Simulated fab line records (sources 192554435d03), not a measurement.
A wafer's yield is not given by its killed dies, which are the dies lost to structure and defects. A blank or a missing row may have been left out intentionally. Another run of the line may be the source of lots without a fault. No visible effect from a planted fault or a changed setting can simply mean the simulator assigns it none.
Which tool was responsible? ; flow n5Finfet ; 15 lots, 45 wafers sampled, at 4 steps of a route of 1938

WHAT THE GAUGES SHOWED, per wafer
N5_BEOL_M3_OVL_MEAS_12. Usual: M3_OVL typically reads -0.1 nm, with standard deviation 0.61.
lot;measured;on;M3_OVL (nm);flag
L617;day 7 00:32;overlay-01;-0.8 -0.2 0.0;
L618;day 7 22:57;overlay-01;0.1 -0.3 -1.0;
L619;day 9 19:14;overlay-01;0.4 0.0 -0.4;
L622;day 10 06:16;overlay-01;-0.4 -0.7 -0.5;
L625;day 10 17:09;overlay-01;-1.0 -0.1 0.1;
L626;day 11 05:05;overlay-01;-1.4 -0.9 -0.7;
L627;day 11 07:18;overlay-01;- - -;OFF
L628;day 11 21:31;overlay-02;- - -;OFF
L629;day 11 21:36;overlay-02;- - -;OFF
L633;day 13 06:52;overlay-02;-0.5 -0.1 -0.9;
L635;day 13 09:26;overlay-01;1.0 -0.5 -0.3;
L634;day 13 09:29;overlay-02;-0.3 -0.2 -0.7;
L638;day 14 15:59;overlay-01;0.4 0.3 1.1;
L637;day 14 19:17;overlay-02;-0.7 0.3 -0.9;
L640;day 14 20:19;overlay-01;0.5 -1.2 0.4;

TOOL THAT RAN EACH LOT (tool first, then ch and the chambers of the sampled wafers, then the start)
lot;N5_BEOL_M2_ANNEAL_95;N5_BEOL_M3_PECVD_72;N5_BEOL_M3_PEB_09
L617;pvdSputter-03, day 6 20:50;pecvd-02 ch 0,2, day 6 23:14;lithoTrack-05 ch 0, day 7 00:26
L618;pvdSputter-02, day 7 08:02;pecvd-02 ch 0,2, day 7 09:25;lithoTrack-02 ch 0, day 7 22:51
L619;pvdSputter-02, day 8 05:32;pecvd-02 ch 0,2, day 8 06:54;lithoTrack-02 ch 0, day 9 19:08
L622;pvdSputter-02, day 10 02:24;pecvd-02 ch 0,1,2, day 10 03:45;lithoTrack-03 ch 0, day 10 06:10
L625;pvdSputter-02, day 10 15:17;pecvd-04 ch 0,1, day 10 16:40;lithoTrack-05 ch 0, day 10 17:03
L626;pvdSputter-02, day 11 02:42;pecvd-04 ch 0,2, day 11 04:04;lithoTrack-03 ch 0, day 11 04:59
L627;pvdSputter-03, day 11 04:05;pecvd-04 ch 1,2, day 11 05:27;lithoTrack-03, day 11 07:12
L628;pvdSputter-03, day 11 18:26;pecvd-04 ch 0,2, day 11 19:49;lithoTrack-02, day 11 21:25
L629;pvdSputter-01, day 11 18:37;pecvd-03 ch 0,1,2, day 11 19:58;lithoTrack-03, day 11 21:30
L633;pvdSputter-02, day 13 02:40;pecvd-04 ch 1,2, day 13 05:05;lithoTrack-03 ch 0, day 13 06:47
L635;pvdSputter-01, day 13 06:06;pecvd-04 ch 0,1,2, day 13 07:51;lithoTrack-03 ch 0, day 13 09:20
L634;pvdSputter-03, day 13 06:14;pecvd-04 ch 1,2, day 13 07:58;lithoTrack-05 ch 0, day 13 09:23
L638;pvdSputter-02, day 14 14:09;pecvd-02 ch 0,1,2, day 14 15:31;lithoTrack-03 ch 0, day 14 15:53
L637;pvdSputter-02, day 14 17:20;pecvd-03 ch 0,2, day 14 18:41;lithoTrack-02 ch 0, day 14 19:11
L640;pvdSputter-03, day 14 17:37;pecvd-04 ch 0,1,2, day 14 19:10;lithoTrack-03 ch 0, day 14 20:13
- N5_BEOL_M2_ANNEAL_95: time 240 s.
- N5_BEOL_M3_PECVD_72: deposits SiO2 from TEOS/O2, target thk 16 nm, time 18 s.
- N5_BEOL_M3_PEB_09: peb time 60 s.

WHAT THE TOOLS THEMSELVES READ (means of the sampled wafers that have a number; where no wafer has one, the mark that the record gives instead)
N5_BEOL_M2_ANNEAL_95. Usual: heaterPowerW reads 844 W (standard deviation 93).
lot;tool;heaterPowerW (W);flag
L617;pvdSputter-03;770;
L618;pvdSputter-02;875;
L619;pvdSputter-02;952;
L622;pvdSputter-02;864;
L625;pvdSputter-02;886;
L626;pvdSputter-02;873;
L627;pvdSputter-03;726;
L628;pvdSputter-03;754;
L629;pvdSputter-01;927;
L633;pvdSputter-02;916;
L635;pvdSputter-01;884;
L634;pvdSputter-03;795;
L638;pvdSputter-02;929;
L637;pvdSputter-02;923;
L640;pvdSputter-03;776;

N5_BEOL_M3_PECVD_72. Usual: heaterPowerW 701 W, standard deviation 87; showerheadPlenumPTorr 8.84 Torr, standard deviation 0.095; throttleValvePct 22.4 %, standard deviation 1.4.
lot;tool;heaterPowerW (W);showerheadPlenumPTorr (Torr);throttleValvePct (%);flag
L617;pecvd-02;657;8.80;21.2;
L618;pecvd-02;550;8.87;21.5;
L619;pecvd-02;686;8.80;21.4;
L622;pecvd-02;614;8.83;21.7;
L625;pecvd-04;744;8.88;24.2;
L626;pecvd-04;728;8.90;21.8;
L627;pecvd-04;744;8.84;22.4;
L628;pecvd-04;670;8.89;21.8;
L629;pecvd-03;791;8.75;22.2;
L633;pecvd-04;777;8.83;23.6;
L635;pecvd-04;708;8.89;23.0;
L634;pecvd-04;755;8.84;23.7;
L638;pecvd-02;632;8.83;21.8;
L637;pecvd-03;735;8.78;22.1;
L640;pecvd-04;707;8.90;23.1;

N5_BEOL_M3_PEB_09. Usual: chillPlateTempC 23.00 C, standard deviation 0.11; exhaustPa 45.3 Pa, standard deviation 0.71.
lot;tool;chillPlateTempC (C);exhaustPa (Pa);flag
L617;lithoTrack-05;22.84;45.1;
L618;lithoTrack-02;22.95;46.1;
L619;lithoTrack-02;23.15;44.9;
L622;lithoTrack-03;22.90;45.1;
L625;lithoTrack-05;23.04;45.9;
L626;lithoTrack-03;22.96;45.4;
L627;lithoTrack-03;-;-;OFF
L628;lithoTrack-02;-;-;OFF
L629;lithoTrack-03;-;-;OFF
L633;lithoTrack-03;23.19;44.9;
L635;lithoTrack-03;23.00;45.3;
L634;lithoTrack-05;23.00;45.5;
L638;lithoTrack-03;22.93;45.4;
L637;lithoTrack-02;23.14;44.4;
L640;lithoTrack-03;23.08;45.7;

THE ANSWER, worked out from the rows above alone
Rule: a lot is off if the mean of its wafers that have a number lies more than 3 standard deviations from the usual mean. A lot without any number at a reading at which 4 lots or more have one is off too. Any other lot the step has rows for is counted as sound. After the gauges, taken in route order, come the tools' own readings; for these a lot's mean is taken, as printed above. At the first step where some lot is off, the reading lying furthest off is the one used; lots without a number count as furthest.
Off: L627, L628, L629, at N5_BEOL_M3_OVL_MEAS_12 (M3_OVL). Without a number there: L627, L628, L629.
If a tool, at a process step before that reading, ran all the lots that are off and no sound lot after the first of them, it fits. The gauges at N5_BEOL_M3_OVL_MEAS_12 aren't tried: what is off there is off at N5_BEOL_M3_PEB_09 too, on other tools, and a gauge's error can't cause that. None of those tried fits.

WHAT THE SIMULATOR HAD PUT IN
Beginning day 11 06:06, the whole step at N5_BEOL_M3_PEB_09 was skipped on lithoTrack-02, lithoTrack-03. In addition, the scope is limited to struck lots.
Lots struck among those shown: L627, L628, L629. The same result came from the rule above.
